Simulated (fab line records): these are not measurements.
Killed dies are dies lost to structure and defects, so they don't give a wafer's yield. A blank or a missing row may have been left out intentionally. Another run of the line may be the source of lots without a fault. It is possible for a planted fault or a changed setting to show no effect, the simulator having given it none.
Which of the tools did it? || flow n5_finfet || 36 wafers from 12 lots sampled at 3 of the route's 1938 steps

WHAT THE GAUGES READ, wafer by wafer
N5_FIN_SAQP_CD_MEAS_27: the cd target is 20 nm.
{"lot": "L075", "measured": "day 2 06:38", "on": "cd_sem-01", "cd_nm (nm)": "20.14 20.04 20.39"}
{"lot": "L077", "measured": "day 2 17:41", "on": "cd_sem-03", "cd_nm (nm)": "20.64 20.55 20.18"}
{"lot": "L079", "measured": "day 3 05:52", "on": "cd_sem-01", "cd_nm (nm)": "20.01 20.47 20.35"}
{"lot": "L081", "measured": "day 3 19:05", "on": "cd_sem-01", "cd_nm (nm)": "20.16 19.70 20.11"}
{"lot": "L083", "measured": "day 4 06:39", "on": "cd_sem-02", "cd_nm (nm)": "20.48 19.69 20.28"}
{"lot": "L085", "measured": "day 4 18:05", "on": "cd_sem-03", "cd_nm (nm)": "20.40 20.36 20.32"}
{"lot": "L087", "measured": "day 5 08:07", "on": "cd_sem-02", "cd_nm (nm)": "20.27 19.82 20.56"}
{"lot": "L089", "measured": "day 5 19:09", "on": "cd_sem-02", "cd_nm (nm)": "20.42 20.55 20.11"}
{"lot": "L091", "measured": "day 6 06:20", "on": "cd_sem-02", "cd_nm (nm)": "20.26 20.31 20.45"}
{"lot": "L093", "measured": "day 6 20:22", "on": "cd_sem-01", "cd_nm (nm)": "20.52 20.61 20.24"}
{"lot": "L095", "measured": "day 7 06:04", "on": "cd_sem-02", "cd_nm (nm)": "20.35 20.45 20.63"}
{"lot": "L097", "measured": "day 7 18:05", "on": "cd_sem-02", "cd_nm (nm)": "20.23 20.19 20.35"}

TOOL THAT RAN EACH LOT (tool first, then ch and the chambers of the sampled wafers, then the start)
{"lot": "L075", "N5_FIN_SAQP_STRIP_55": "rie_diel-06 ch 0,1,2, day 2 04:45", "N5_FIN_SAQP_SPACER1_ALD_24": "ald_sin-03 ch 0,1, day 2 05:42"}
{"lot": "L077", "N5_FIN_SAQP_STRIP_55": "rie_diel-06 ch 1,2,3, day 2 16:01", "N5_FIN_SAQP_SPACER1_ALD_24": "ald_sin-03 ch 0,2,3, day 2 16:47"}
{"lot": "L079", "N5_FIN_SAQP_STRIP_55": "rie_diel-01 ch 0,2,3, day 3 04:12", "N5_FIN_SAQP_SPACER1_ALD_24": "ald_sin-02 ch 2,3, day 3 04:57"}
{"lot": "L081", "N5_FIN_SAQP_STRIP_55": "rie_diel-01 ch 1,3, day 3 16:43", "N5_FIN_SAQP_SPACER1_ALD_24": "ald_sin-03 ch 0,1,3, day 3 18:10"}
{"lot": "L083", "N5_FIN_SAQP_STRIP_55": "rie_diel-05 ch 0,1,2, day 4 05:01", "N5_FIN_SAQP_SPACER1_ALD_24": "ald_sin-02 ch 1,3, day 4 05:44"}
{"lot": "L085", "N5_FIN_SAQP_STRIP_55": "rie_diel-01 ch 1,2,3, day 4 16:20", "N5_FIN_SAQP_SPACER1_ALD_24": "ald_sin-03 ch 0,2, day 4 17:03"}
{"lot": "L087", "N5_FIN_SAQP_STRIP_55": "rie_diel-05 ch 0,2, day 5 05:52", "N5_FIN_SAQP_SPACER1_ALD_24": "ald_sin-02 ch 1,3, day 5 07:11"}
{"lot": "L089", "N5_FIN_SAQP_STRIP_55": "rie_diel-05 ch 0,1,3, day 5 17:30", "N5_FIN_SAQP_SPACER1_ALD_24": "ald_sin-01 ch 0,2,3, day 5 18:13"}
{"lot": "L091", "N5_FIN_SAQP_STRIP_55": "rie_diel-01 ch 1,3, day 6 04:43", "N5_FIN_SAQP_SPACER1_ALD_24": "ald_sin-02 ch 1,2,3, day 6 05:25"}
{"lot": "L093", "N5_FIN_SAQP_STRIP_55": "rie_diel-05 ch 0,1,3, day 6 18:41", "N5_FIN_SAQP_SPACER1_ALD_24": "ald_sin-03 ch 0,1,3, day 6 19:24"}
{"lot": "L095", "N5_FIN_SAQP_STRIP_55": "rie_diel-05 ch 2,3, day 7 04:20", "N5_FIN_SAQP_SPACER1_ALD_24": "ald_sin-03 ch 0,2,3, day 7 05:06"}
{"lot": "L097", "N5_FIN_SAQP_STRIP_55": "rie_diel-05 ch 1,2,3, day 7 16:28", "N5_FIN_SAQP_SPACER1_ALD_24": "ald_sin-03 ch 0,2, day 7 17:10"}
- N5_FIN_SAQP_STRIP_55: strips in N2/H2.
- N5_FIN_SAQP_SPACER1_ALD_24: deposits SiO2, target thk 20.3 nm, pulse time 1 s, purge time 2 s.

THE ANSWER, worked out from the rows above alone
Rule: the lots themselves supply what counts as usual. The widest of any qualifying gaps counts: lots, ordered by their means at a reading, are off when they make up no more than a third of the lots, leave a main group of 4 or more, and stand apart from it by 3 or more times the standard deviation of that group's means. A main group is skipped when, at the precision printed for the reading in the tables above, its means are all equal. Also off: a lot with no number at a reading for which 4 or more lots have one. The other lots that the step has rows for count as sound.
None of the lots is off at any reading shown; this tells nothing.

WHAT THE SIMULATOR HAD PUT IN
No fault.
